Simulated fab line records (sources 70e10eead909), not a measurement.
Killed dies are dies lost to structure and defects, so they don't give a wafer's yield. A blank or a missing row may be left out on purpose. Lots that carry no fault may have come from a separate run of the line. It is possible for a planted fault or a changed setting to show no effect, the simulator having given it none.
fab line records ; flow nandHarc
[record] lots = 6; wafers = 18; lastDay = 31
route steps=1302 shown A_SGD_CUT@901 A_SLIT@922 END@1302
lots that met no fault: from a run of the same line without faults
startH: hours from the record's opening day to when the first of the lot's shown wafers began ; waitH: how many hours have passed since the lot's step before this one ; " repeats the value in the row above ; L1.1+2: several wafers, shown together as one row ; - no value, or no start given ; * or withheld: withheld ; < > ~ a bound
route shown NAME@n: NAME is a module with steps in the file, n the number in the route of the first one ; usual: mean/standard deviation of fault-free wafers ; same: alike in all rows ; chamber/n: place in a boat ; sites: each site's reading ; _std_site: the standard deviation of these ; _edge_site: the outer-site mean with the inner-site mean subtracted ; radiusMm: for every site, how far away it sits from the centre of the wafer ; mask NAME#n: copy n ; behind: the last tool/chamber to shape the wafer ; hold: the reason the lot was held/the length of the hold in hours/how it ended ; device: the transistor (n, p or np) that didn't switch ; end of line: tests of these same wafers at the route's end ; step lacking rows: just its recipe ; killed: dies that structure and defects cost at the first sort, which is not the same as the wafer's yield ; map: a wafer's dies, x killed, . not, _ none there
set.NAME: the setting the step ran with; set.NAME@STEP: the setting that earlier step ran with ; model.NAME: the simulator's own value behind a step, which no gauge read
lots at selected steps of the route; one table per step, one row per wafer
services: from which hour (startH, from the record's first day; less than 0 if before it) a tool's chamber was out of use, for how many hours, and why
[[steps]]
[step NHARC_A_SGD_CUT_CD_MEAS_09]
[recipe] targetCdNm = 100; landingEnergyEv = 500
[usual] cdNm = 100.0/0.66
lot.wafer;tool;chamber;startH;waitH;cdNm
L500.3;cdSem-02;0;434.39;-;100.4
L500.4;cdSem-02;0;434.39;-;100.7
L500.6;cdSem-02;0;434.39;-;100.4
L508.1;cdSem-03;0;509.81;-;100.7
L508.2;cdSem-03;0;509.81;-;99.8
L508.6;cdSem-03;0;509.81;-;99.8
L511.1;cdSem-03;0;542.09;-;99.5
L511.2;cdSem-03;0;542.09;-;99.4
L511.3;cdSem-03;0;542.09;-;100.0
L512.1;cdSem-03;0;561.07;-;99.2
L512.2;cdSem-03;0;561.07;-;99.4
L512.5;cdSem-03;0;561.07;-;99.3
L518.2;cdSem-03;0;593.94;-;100.6
L518.4;cdSem-03;0;593.94;-;100.8
L518.5;cdSem-03;0;593.94;-;100.3
L519.1;cdSem-02;0;622.32;-;99.2
L519.2;cdSem-02;0;622.32;-;99.5
L519.6;cdSem-02;0;622.32;-;99.3
[step NHARC_A_SGD_CUT_OVL_MEAS_10]
[usual] overlayXNm = -0.1/1; overlayYNm = -0.1/0.69
lot.wafer;tool;chamber;startH;waitH;overlayXNm;overlayYNm
L500.3;overlay-02;-;434.47;-;0.9;-0.2
L500.4;overlay-02;-;434.47;-;1.5;0.2
L500.6;overlay-02;-;434.47;-;0.8;-0.7
L508.1;overlay-02;-;509.89;-;0.4;0.1
L508.2;overlay-02;-;509.89;-;0.3;-0.5
L508.6;overlay-02;-;509.89;-;0.6;-0.6
L511.1;overlay-01;-;542.17;-;-0.8;1.2
L511.2;overlay-01;-;542.17;-;-0.2;1.7
L511.3;overlay-01;-;542.17;-;-0.5;1.4
L512.1;overlay-01;-;561.16;-;-2.0;1.1
L512.2;overlay-01;-;561.16;-;-1.7;0.5
L512.5;overlay-01;-;561.16;-;-1.6;0.0
L518.2;overlay-02;-;594.03;-;-0.2;-0.3
L518.4;overlay-02;-;594.03;-;-1.1;-0.1
L518.5;overlay-02;-;594.03;-;-0.5;0.4
L519.1;overlay-01;-;622.40;-;0.3;0.0
L519.2;overlay-01;-;622.40;-;-0.5;-0.2
L519.6;overlay-01;-;622.40;-;0.0;-0.6
[step NHARC_A_SGD_CUT_INSPECT_11]
[usual] rawDefectCount = 61/26
lot.wafer;tool;chamber;startH;waitH;rawDefectCount
L500.3;defectInspect-02;-;434.51;0.0;70
L500.4;defectInspect-02;-;434.51;0.0;80
L500.6;defectInspect-02;-;434.51;0.0;70
L508.1;defectInspect-01;-;509.93;0.0;65
L508.2;defectInspect-01;-;509.93;0.0;53
L508.6;defectInspect-01;-;509.93;0.0;63
L511.1;defectInspect-01;-;542.21;0.0;47
L511.2;defectInspect-01;-;542.21;0.0;36
L511.3;defectInspect-01;-;542.21;0.0;56
L512.1;defectInspect-01;-;561.20;0.0;46
L512.2;defectInspect-01;-;561.20;0.0;56
L512.5;defectInspect-01;-;561.20;0.0;82
L518.2;defectInspect-02;-;594.06;0.0;54
L518.4;defectInspect-02;-;594.06;0.0;57
L518.5;defectInspect-02;-;594.06;0.0;44
L519.1;defectInspect-02;-;622.44;0.0;91
L519.2;defectInspect-02;-;622.44;0.0;80
L519.6;defectInspect-02;-;622.44;0.0;95
[step NHARC_A_SGD_CUT_DESCUM_14]
[recipe] timeS = 3; o2FlowSccm = 200; arFlowSccm = 0; biasPowerW = 0; chemistry = O2
[step NHARC_A_SGD_CUT_ETCH_58]
[recipe] targetDepthA = 390; overEtchFrac = 0.3; timeS = 65; ionEnergyEv = 80; cf4FlowSccm = 150; arFlowSccm = 0; rfW = 300; biasW = 100; chemistry = CF4
[step NHARC_A_SGD_CUT_ETCH_59]
[recipe] targetDepthA = 2600; overEtchFrac = 0.25; timeS = 406.25; ionEnergyEv = 200; n2FlowSccm = 150; h2FlowSccm = 150; arFlowSccm = 0; rfW = 400; biasW = 150; chemistry = N2/H2
[step NHARC_A_SGD_CUT_ETCH_15]
[recipe] targetDepthA = 750; timeS = 64.3; ch3fFlowSccm = 50; o2FlowSccm = 30; arFlowSccm = 200; rfW = 500; biasW = 100; chemistry = CH3F/O2
[usual] drypumpMotorCurrentA = 5.59/0.28; oesProductAu = 0.964/0.02; rfVppV = 263.8/1.6; showerheadPlenumPTorr = 2.46/0.093; throttleValvePct = 20.663/0.0084
lot.wafer;tool;chamber;startH;waitH;drypumpMotorCurrentA;oesProductAu;rfHoursCounterH;rfVppV;showerheadPlenumPTorr;throttleValvePct
L500.4;rieDiel-10;2;-;-;5.54;0.993;0;263.0;2.42;20.655
L500.3;rieDiel-10;3;-;-;5.67;0.948;0;262.6;2.46;20.655
L500.6;rieDiel-10;1;-;-;5.59;1.005;-;267.8;2.64;20.667
L508.1;rieDiel-05;2;-;-;5.81;0.962;8;260.2;2.32;20.664
L508.2;rieDiel-05;3;-;-;5.45;0.964;7;263.0;2.39;20.660
L508.6;rieDiel-05;3;-;-;5.44;0.959;-;263.5;2.39;20.666
L511.2;rieDiel-11;3;-;-;6.00;0.935;9;265.6;2.58;20.643
L511.3;rieDiel-11;0;-;-;5.47;0.929;9;263.2;2.46;20.668
L511.1;rieDiel-11;2;-;-;5.22;0.934;10;265.1;2.56;20.663
L512.1;rieDiel-05;2;-;-;5.87;0.966;10;261.3;2.32;20.678
L512.2;rieDiel-05;0;-;-;5.52;0.985;10;262.5;2.41;20.652
L512.5;rieDiel-05;1;-;-;5.95;0.989;-;262.6;2.39;20.664
L518.4;rieDiel-11;2;-;-;5.21;0.941;15;265.7;2.56;20.672
L518.2;rieDiel-11;3;-;-;5.96;0.954;14;264.2;2.57;20.660
L518.5;rieDiel-11;3;-;-;5.99;0.953;-;265.3;2.57;20.667
L519.1;rieDiel-05;1;-;-;5.95;0.987;3;262.8;2.38;20.666
L519.2;rieDiel-05;3;-;-;5.45;0.974;3;263.1;2.39;20.662
L519.6;rieDiel-05;0;-;-;5.49;0.984;-;263.8;2.40;20.655
[step NHARC_A_SGD_CUT_ETCH_16]
[recipe] targetDepthA = 3105; timeS = 155.2; c4f8FlowSccm = withheld; o2FlowSccm = 8; arFlowSccm = withheld; rfW = 600; biasW = 800; chemistry = C4F8/O2/Ar
[step NHARC_A_SGD_CUT_STRIP_60]
[recipe] c4f8FlowSccm = withheld; o2FlowSccm = 8; arFlowSccm = withheld; biasW = 0; chemistry = C4F8/O2/Ar
[step NHARC_A_SGD_CUT_STRIP_17]
[recipe] o2FlowSccm = 500; arFlowSccm = 0; biasW = 0; chemistry = O2
[usual] drypumpMotorCurrentA = 5.60/0.28; oesProductAu = 1.005/0.011; rfVppV = 57.7/0.95; showerheadPlenumPTorr = 3.53/0.13; throttleValvePct = 17.036/0.0086
lot.wafer;tool;chamber;startH;waitH;drypumpMotorCurrentA;oesProductAu;rfHoursCounterH;rfVppV;showerheadPlenumPTorr;throttleValvePct
L500.4;rieDiel-10;1;-;-;5.62;1.012;0;57.6;3.78;17.033
L500.3;rieDiel-10;3;-;-;5.64;0.988;1;58.5;3.53;17.036
L500.6;rieDiel-10;1;-;-;5.60;1.018;-;58.5;3.78;17.034
L508.2;rieDiel-05;2;-;-;5.84;0.999;8;56.7;3.33;17.028
L508.1;rieDiel-05;1;-;-;5.94;1.022;8;57.7;3.43;17.025
L508.6;rieDiel-05;2;-;-;5.85;1.019;-;57.7;3.33;17.034
L511.2;rieDiel-11;0;-;-;5.51;0.997;9;56.8;3.54;17.031
L511.1;rieDiel-11;1;-;-;5.99;1.002;10;58.6;3.69;17.045
L511.3;rieDiel-11;2;-;-;5.23;1.014;10;59.1;3.67;17.037
L512.1;rieDiel-05;2;-;-;5.84;1.018;11;57.7;3.33;17.029
L512.2;rieDiel-05;3;-;-;5.46;1.006;10;57.7;3.43;17.029
L512.5;rieDiel-05;3;-;-;5.46;1.019;-;55.8;3.43;17.025
L518.4;rieDiel-11;1;-;-;6.00;0.991;14;58.5;3.68;17.040
L518.2;rieDiel-11;0;-;-;5.50;1.009;13;56.0;3.53;17.054
L518.5;rieDiel-11;1;-;-;5.99;0.996;-;58.9;3.68;17.029
L519.1;rieDiel-05;1;-;-;5.99;1.019;3;58.5;3.42;17.027
L519.2;rieDiel-05;3;-;-;5.46;1.023;3;57.5;3.43;17.029
L519.6;rieDiel-05;1;-;-;6.00;1.020;-;56.5;3.42;17.049
[step NHARC_A_SGD_CUT_PRECLEAN_18]
[recipe] timeS = *; tempC = 50; bathAgeMin = 0; chemistry = SC1
[step NHARC_A_SGD_CUT_SRD_19]
[step NHARC_A_SGD_CUT_DEP_20]
[recipe] targetThkA = 1500; tempC = 65; material = SiO2
lot.wafer;tool;chamber;startH;waitH
L500.3+4+6;fcvd-02;0,1,0;435.74;-
L508.2+1+6;fcvd-01;0,1,1;511.12;-
L511.2+1+3;fcvd-01;1,0,1;543.39;-
L512.2+1+5;fcvd-01;0,1,1;562.37;-
L518.2+4+5;fcvd-02;0,1,0;595.29;-
L519.2+1+6;fcvd-02;0,1,0;623.63;-
[step NHARC_A_SGD_CUT_ANNEAL_27]
[recipe] tempC = 450; timeS = 1800
[step NHARC_A_SGD_CUT_CMP_21]
[recipe] targetThkNm = 148.19
[usual] motorCurrentA = 11.6/1.4; timeToEndpointS = 51/3.2
lot.wafer;tool;chamber;startH;waitH;motorCurrentA;timeToEndpointS
L500.4;cmp-04;0;440.52;0.4;10.7;50
L500.3;cmp-04;1;440.52;0.4;10.5;50
L500.6;cmp-04;3;440.52;0.4;13.1;48
L508.1;cmp-02;2;515.80;0.4;13.4;49
L508.2;cmp-02;3;515.80;0.4;13.7;50
L508.6;cmp-02;1;515.80;0.4;10.6;52
L511.2;cmp-04;3;546.21;0.4;13.9;50
L511.3;cmp-04;0;546.21;0.4;11.0;52
L511.1;cmp-04;1;546.21;0.4;11.2;49
L512.1;cmp-01;1;568.54;0.4;11.9;52
L512.2;cmp-01;3;568.54;0.4;11.7;46
L512.5;cmp-01;1;568.54;0.4;11.7;50
L518.2;cmp-01;3;599.30;0.4;11.2;49
L518.4;cmp-01;2;599.30;0.4;12.8;51
L518.5;cmp-01;3;599.30;0.4;11.5;51
L519.1;cmp-04;2;628.42;0.4;9.5;56
L519.2;cmp-04;3;628.42;0.4;14.4;50
L519.6;cmp-04;1;628.42;0.4;10.8;51
[step NHARC_A_SGD_CUT_THK_MEAS_22]
[recipe] thkMeasGauge = ellipsometry
[usual] thkNm = 148.0/1.4
lot.wafer;tool;chamber;startH;waitH;thkNm
L500.3;filmMetro-01;-;440.73;0.2;146.9
L500.4;filmMetro-01;-;440.73;0.2;148.8
L500.6;filmMetro-01;-;440.73;0.2;148.6
L508.1;filmMetro-02;-;516.03;0.2;148.5
L508.2;filmMetro-02;-;516.03;0.2;148.3
L508.6;filmMetro-02;-;516.03;0.2;150.7
L511.1;filmMetro-01;-;546.46;0.2;148.2
L511.2;filmMetro-01;-;546.46;0.2;148.2
L511.3;filmMetro-01;-;546.46;0.2;149.0
L512.1;filmMetro-02;-;568.78;0.2;147.9
L512.2;filmMetro-02;-;568.78;0.2;145.9
L512.5;filmMetro-02;-;568.78;0.2;148.0
L518.2;filmMetro-01;-;599.56;0.2;146.9
L518.4;filmMetro-01;-;599.56;0.2;146.1
L518.5;filmMetro-01;-;599.56;0.2;146.3
L519.1;filmMetro-02;-;628.65;0.2;146.3
L519.2;filmMetro-02;-;628.65;0.2;148.2
L519.6;filmMetro-02;-;628.65;0.2;147.9
[step NHARC_A_SGD_CUT_SRD_23]
[step NHARC_A_SGD_CUT_ETCH_26]
[recipe] targetDepthA = 458; chemistry = dHF; material = SiO2
[step NHARC_A_SGD_CUT_ETCHBACK_24]
[recipe] targetDepthA = 500; overEtchFrac = 0.3; timeS = 92.857; ionEnergyEv = 120; ch3fFlowSccm = 50; o2FlowSccm = 30; arFlowSccm = 200; rfW = 500; biasW = 100; chemistry = CH3F/O2
[step NHARC_A_SGD_CUT_STRIP_28]
[recipe] timeS = 20; o2FlowSccm = 500; arFlowSccm = 0; biasW = 0; chemistry = O2
[usual] drypumpMotorCurrentA = 5.61/0.29; oesProductAu = 1.004/0.011; rfVppV = 57.9/1; showerheadPlenumPTorr = 3.55/0.14; throttleValvePct = 17.037/0.0092
lot.wafer;tool;chamber;startH;waitH;drypumpMotorCurrentA;oesProductAu;rfHoursCounterH;rfVppV;showerheadPlenumPTorr;throttleValvePct
L500.3;rieDiel-10;0;-;-;5.09;0.984;1;59.0;3.39;17.048
L500.4;rieDiel-10;1;-;-;5.59;1.010;1;58.2;3.78;17.037
L500.6;rieDiel-10;3;-;-;5.66;0.990;-;59.0;3.53;17.029
L508.1;rieDiel-05;0;-;-;5.53;1.014;8;57.9;3.46;17.028
L508.2;rieDiel-05;1;-;-;6.00;1.019;8;59.5;3.43;17.036
L508.6;rieDiel-05;2;-;-;5.89;0.999;-;56.6;3.33;17.037
L511.1;rieDiel-05;1;-;-;5.98;1.008;10;58.8;3.43;17.051
L511.3;rieDiel-05;3;-;-;5.46;0.996;9;59.6;3.43;17.047
L511.2;rieDiel-05;0;-;-;5.50;1.004;9;58.3;3.45;17.033
L512.2;rieDiel-11;1;-;-;5.99;1.000;12;58.4;3.69;17.031
L512.1;rieDiel-11;3;-;-;6.00;1.004;12;59.0;3.69;17.038
L512.5;rieDiel-11;1;-;-;5.99;0.999;-;59.4;3.69;17.054
L518.2;rieDiel-11;2;-;-;5.23;1.009;16;57.8;3.67;17.045
L518.4;rieDiel-11;0;-;-;5.51;1.006;13;57.2;3.53;17.030
L518.5;rieDiel-11;2;-;-;5.22;1.008;-;59.2;3.67;17.038
L519.1;rieDiel-11;3;-;-;5.94;1.015;0;58.7;3.69;17.039
L519.2;rieDiel-11;0;-;-;5.49;1.029;0;58.6;3.53;17.039
L519.6;rieDiel-11;3;-;-;5.97;1.007;-;59.4;3.69;17.035
[step NHARC_A_SLIT_DEP_25]
[recipe] targetThkA = 2000; tempC = 400; pressureTorr = 6.5; rfW = 900; teosFlowSccm = 161.4; flowSccm = 2650; targetThkNm = 200; gas = O2; material = SiO2
[usual] heaterPowerW = 528/87; throttleValvePct = 15.9/0.58
lot.wafer;tool;chamber;startH;waitH;hold;heaterPowerW;throttleValvePct
L500.3;pecvd-01;0;441.30;0.1;-;576;16.8
L500.6;pecvd-01;2;441.30;0.1;-;496;16.4
L500.4;pecvd-01;0;441.30;0.1;-;566;16.6
L508.1;pecvd-04;2;516.58;0.1;-;449;14.7
L508.2;pecvd-04;0;516.58;0.1;-;420;15.8
L508.6;pecvd-04;1;516.58;0.1;-;595;15.6
L511.2;pecvd-01;2;549.57;2.5;awaitDispo/2.4h/release;475;15.9
L511.3;pecvd-01;0;549.57;2.5;awaitDispo/2.4h/release;510;16.3
L511.1;pecvd-01;1;549.57;2.5;awaitDispo/2.4h/release;523;16.0
L512.2;pecvd-01;0;584.81;15.4;awaitDispo/15.1h/release;492;16.4
L512.1;pecvd-01;2;584.81;15.4;awaitDispo/15.1h/release;398;16.2
L512.5;pecvd-01;1;584.81;15.4;awaitDispo/15.1h/release;564;16.0
L518.2;pecvd-03;0;600.40;0.3;-;542;15.9
L518.5;pecvd-03;1;600.40;0.3;-;747;15.5
L518.4;pecvd-03;2;600.40;0.3;-;466;15.1
L519.1;pecvd-01;2;629.18;0.1;-;370;16.2
L519.2;pecvd-01;1;629.18;0.1;-;601;16.3
L519.6;pecvd-01;0;629.18;0.1;-;477;16.1
[step NHARC_END_SORT_01]
[recipe] tempC = 25
[usual] killedAtArray = 57/19; killedAtOther = 0.9/1.1; killedAtPeriphery = 4.0/2.6; killedDies = 62/19; killedOpen = 3.3/1.8; killedShort = 2.4/1.7
[same] grossDies = 677
lot.wafer;tool;chamber;startH;waitH;killedAtArray;killedAtOther;killedAtPeriphery;killedDies;killedOpen;killedShort
L511.1;prober-01;0;669.81;2.5;66;0;4;70;2;1
L511.2;prober-01;0;670.61;2.8;121;1;5;127;1;3
L511.3;prober-01;0;671.42;3.1;119;1;0;120;7;1
L512.1;prober-02;0;716.14;2.4;136;0;3;139;0;0
L512.2;prober-02;0;716.93;2.8;79;0;4;83;4;0
L512.5;prober-02;0;719.32;3.7;144;1;5;150;2;3
// killed by level:class
L511.1 A_SGD_CUT:unspecified=42 A_STAIRCASE:chamberFilmFlake=8 A_CHANNEL_HOLE_D2:chamberFilmFlake=5 A_CHANNEL_HOLE_D1:chamberFilmFlake=3 A_SLIT:chamberFilmFlake=3 P_GATE:chamberFilmFlake=2 A_CHANNEL_FILL_D1:chamberFilmFlake=2 P_M0:geometricParticle:open=1
L511.2 A_SGD_CUT:unspecified=84 A_CHANNEL_HOLE_D2:chamberFilmFlake=22 A_CHANNEL_HOLE_D1:chamberFilmFlake=4 P_GATE:chamberFilmFlake=3 A_STAIRCASE:chamberFilmFlake=3 A_CONTACT:chamberFilmFlake=3 P_M0:geometricParticle:short=1 A_CHANNEL_FILL_D1:geometricParticle:short=1
L511.3 A_SGD_CUT:unspecified=78 A_CHANNEL_HOLE_D2:chamberFilmFlake=12 A_STAIRCASE:chamberFilmFlake=9 A_CHANNEL_HOLE_D1:chamberFilmFlake=5 A_CHANNEL_FILL_D1:geometricParticle:open=3 A_SLIT:chamberFilmFlake=3 A_WL_FILL:geometricParticle:open=2 A_ZERO_WELL:chamberFilmFlake=2
L512.1 A_SGD_CUT:unspecified=90 A_CHANNEL_HOLE_D1:chamberFilmFlake=33 A_SLIT:chamberFilmFlake=4 P_GATE:chamberFilmFlake=3 A_WL_FILL:chamberFilmFlake=3 A_DECK1_JOINT:chamberFilmFlake=2 A_M0:chamberFilmFlake=2 A_CONTACT:chamberFilmFlake=2
L512.2 A_SGD_CUT:unspecified=41 A_CHANNEL_HOLE_D1:chamberFilmFlake=30 A_CONTACT:chamberFilmFlake=3 P_CONTACT:geometricParticle:open=2 P_M0:geometricParticle:open=1 A_ONON_D2:geometricParticle:open=1 P_GATE:chamberFilmFlake=1 A_CHANNEL_HOLE_D2:chamberFilmFlake=1
L512.5 A_SGD_CUT:unspecified=87 A_CHANNEL_HOLE_D1:chamberFilmFlake=46 P_GATE:chamberFilmFlake=3 A_SLIT:chamberFilmFlake=3 A_DECK1_JOINT:geometricParticle:short=2 A_BLC:geometricParticle:open=2 A_CHANNEL_HOLE_D2:chamberFilmFlake=2 P_CONTACT:geometricParticle:short=1
// map L511.2 (x killed, . not)
____________.____________
_________......x_________
_______..........._______
______.............______
_____..........x...._____
____.................____
____.................____
___...................___
___...................___
__.....................__
__...............x.....__
_x...x.x................_
_...x.xx................_
_...xx.x................_
_..xx.x...........x.x..._
_..xxx.........xx......._
..x.x.x.xx....xxx........
...xxx.......xxx.xxx.....
....x......x.xxxxxxx.....
....xx......xxxxxxx......
............xxxxxxxxx.x..
_.x.........xxxxxxxx...._
_..........xxxxxxxxx.x.._
_..........xxxxxxxxxx..._
_.xx.........xxxxxx....._
_............xxxxx......_
__x...........xxxxxx...__
__..........x.x.xx.....__
___...........x.....x.___
___.....x..x..........___
____.................____
____.x........x......____
_____..............._____
______.............______
_______.x........._______
_________......._________
____________.____________
// map L512.5 (x killed, . not)
____________.____________
_________......._________
_______..........._______
______.............______
_____..............._____
____..............x..____
____.................____
___...................___
___.................x.___
__.....................__
__........x............__
_......................._
_...x..x................_
_...x..x................_
_...x.xxx.x........x...._
_...xx.xxxx...xx........_
.x.x.xxxxxx..xxxxx.......
...xxxxxxx..xxxxxxx......
....xxxx.xxxxxxxxxxx.....
.x...x.xxxx.xxxxxxx......
....x.xxx...xxxxxxxx.....
_.....x.....xxxxxxxxx..._
_x....x....xxxxxxxxxx..._
_.....x....xxxxxxxxx...._
_..xx.......xxxxxxxx...._
_...........xxxxxxxxx..._
__............xxxx...x.__
__............x........__
___.x.........xx......___
___...................___
____.................____
____...............x.____
_____............x.._____
______.............______
_______..........._______
_________......._________
____________.____________
[[services]]
tool;chamber;startH;hours;kind
pecvd-01;-;411.66;1.0;repair
rieDiel-11;-;415.31;1.2;repair
cmp-04;-;419.22;2.1;repair
rieDiel-10;-;419.56;9.0;pm
rieDiel-11;1;425.54;15.2;repair
rieDiel-11;-;432.50;9.0;pm
pecvd-01;-;447.53;0.7;repair
fcvd-02;-;450.00;13.0;pm
cmp-04;-;454.62;1.4;repair
rieDiel-05;2;463.58;4.9;repair
cmp-04;-;487.81;0.3;repair
rieDiel-11;1;487.95;4.5;repair
pecvd-01;-;492.00;13.0;pm
cmp-04;-;503.26;4.0;pm
rieDiel-11;2;505.16;5.1;repair
rieDiel-05;0;511.53;4.4;repair
rieDiel-05;3;516.60;3.3;repair
pecvd-01;2;518.88;11.2;repair
fcvd-02;0;523.72;17.1;repair
rieDiel-11;3;533.93;1.6;repair
rieDiel-11;-;541.86;0.1;repair
rieDiel-05;-;583.60;9.0;pm
rieDiel-11;-;601.62;17.9;repair
rieDiel-11;-;619.54;9.0;pm
[[key]]
[firstSign] step = NHARC_END_SORT_01; reading = killedAtArray; direction = up; sigmas = 2.9; usual = 57; struck = 111
[effect] step = NHARC_END_SORT_01; reading = killedDies; direction = up; sigmas = 2.9; usual = 62; struck = 115
[moreKillsBornAt] NHARC_A_SGD_CUT_DEP_20@fcvd-01 = 422
metAt NHARC_A_SGD_CUT_DEP_20
struckWafers L511.1,L511.2,L511.3,L512.1,L512.2,L512.5
testerLeftOut L511,L512
onsetBetween 511.12 543.39
[fault] kind = chamberParticleSource; tool = fcvd-01; chamber = -; onsetH = 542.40; steps = NHARC_A_SGD_CUT_DEP_20; ratePerVisitCm2 = 0.74031; endH = 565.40
// testerLeftOut: of these lots the tester's yield and bins aren't shown, on N5 and GAA mostly nor the transistor test; their killed dies are dies lost to structure and defects alone, not to doping, threshold or leakage, so they don't give the yield
